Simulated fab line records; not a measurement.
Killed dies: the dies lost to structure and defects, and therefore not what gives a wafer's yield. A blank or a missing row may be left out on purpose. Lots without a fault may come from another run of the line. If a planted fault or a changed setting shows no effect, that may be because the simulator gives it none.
Comparing a struck lot with a sound one :: flow n5-finfet :: 14 steps out of a route of 1938
Sound: wafers L944.3, L944.4, L944.5. The struck wafers were L948.1, L948.5, L948.6. The cause is given at the end.
At each step with rows: each side's tool, then ch and its chambers, then its first start. Under that, the readings that differ: sound wafers :: struck wafers :: difference of the means :: sigmas: that difference in standard deviations of wafers without a fault.
alike: readings with means less than 2 such deviations apart, plus words and numbers identical on both sides. not compared: withheld readings, readings lacking a value on some wafer, bounds such as >300 that could conceal the same value, and numbers that have no deviation in the record and whose values overlap.
The two part at a step that has a row with sigmas, a row that says differs or no value, or rows on one side only. Numbers that don't overlap but have no deviation are shown without sigmas and don't part them. A reading missing from all wafers of one side parts the sides only when that side holds two or more wafers.

N5_MOL_CONTACT_COAG_STRIP_96: strips in N2/H2.
  sound on rie-diel-03 ch 0,2,3, day 5 16:30; struck on rie-diel-01 ch 0,1,2, day 6 11:59
  alike: drypump-motor-current-A, oes-product-au, rf-vpp-V, showerhead-plenum-p-Torr, throttle-valve-pct
  not compared: rf-hours-counter-h
N5_MOL_CONTACT_COAG_ETCH_47: etches SiNx in CH3F/O2, stops on W, target depth 27 nm.
  sound on rie-diel-03 ch 0,2,3, day 5 16:32; struck on rie-diel-01 ch 0,1,2, day 6 12:01
  alike: O2_flow_sccm, drypump-motor-current-A, etch-rf-on-time-s, mfc-ar-sccm, oes-product-au, rf-vpp-V, showerhead-plenum-p-Torr, throttle-valve-pct
  not compared: rf-hours-counter-h
N5_MOL_CONTACT_COAG_STRIP_119: strips in N2/H2, time 30 s.
  sound on plasma-asher-02 ch 0,1, day 5 16:38; struck on plasma-asher-01 ch 0,1, day 6 12:06
  alike: drypump-motor-current-A, heater-power-w
  not compared: rf-hours-counter-h
then, 2 steps without rows for these wafers: N5_MOL_CONTACT_COAG_PRECLEAN_144 (cleans in alkaline clean, time 60 s); N5_MOL_CONTACT_COAG_SRD_145 (time 30 s).
N5_MOL_CONTACT_COAG_CD_MEAS_137: target cd 16 nm.
  sound on cd-sem-03 at day 5 16:46; struck on cd-sem-03 at day 6 12:15
  alike: cd-nm
then, 6 steps without rows for these wafers: N5_MOL_CONTACT_COAG_COAT_62 (time 60 s, resist thk 60 nm); N5_MOL_CONTACT_COAG_COAT_63 (time 60 s, resist thk 10 nm); N5_MOL_CONTACT_COAG_COAT_64 (time 60 s, resist thk 10 nm); N5_MOL_CONTACT_COAG_COAT_34 (resist thk 40 nm); N5_MOL_CONTACT_COAG_EBR_36; N5_MOL_CONTACT_COAG_SOFTBAKE_35 (time 60 s).
N5_MOL_CONTACT_COAG_EXPOSE_37: exposes mask VD, defocus 0 nm.
  struck on euv-scanner-02, day 6 12:25; sound on euv-scanner-01 ch 0, day 5 16:58
  no value came back on the struck wafers for any of 5 readings (exposure-dose-mJ-cm2, focus-offset-nm (nm) and others); on the sound wafers exposure-dose-mJ-cm2 reads 61.98 61.94 61.93
  alike: mask
then, 1 step without rows for these wafers: N5_MOL_CONTACT_COAG_PEB_38 (peb time 60 s).

## WHERE THEY PART
Within this record, at N5_MOL_CONTACT_COAG_EXPOSE_37 only.

WHY: whatever the simulator had introduced
Entire step skipped (euv-scanner-02, N5_MOL_CONTACT_COAG_EXPOSE_37), from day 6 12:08 onward. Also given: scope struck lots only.
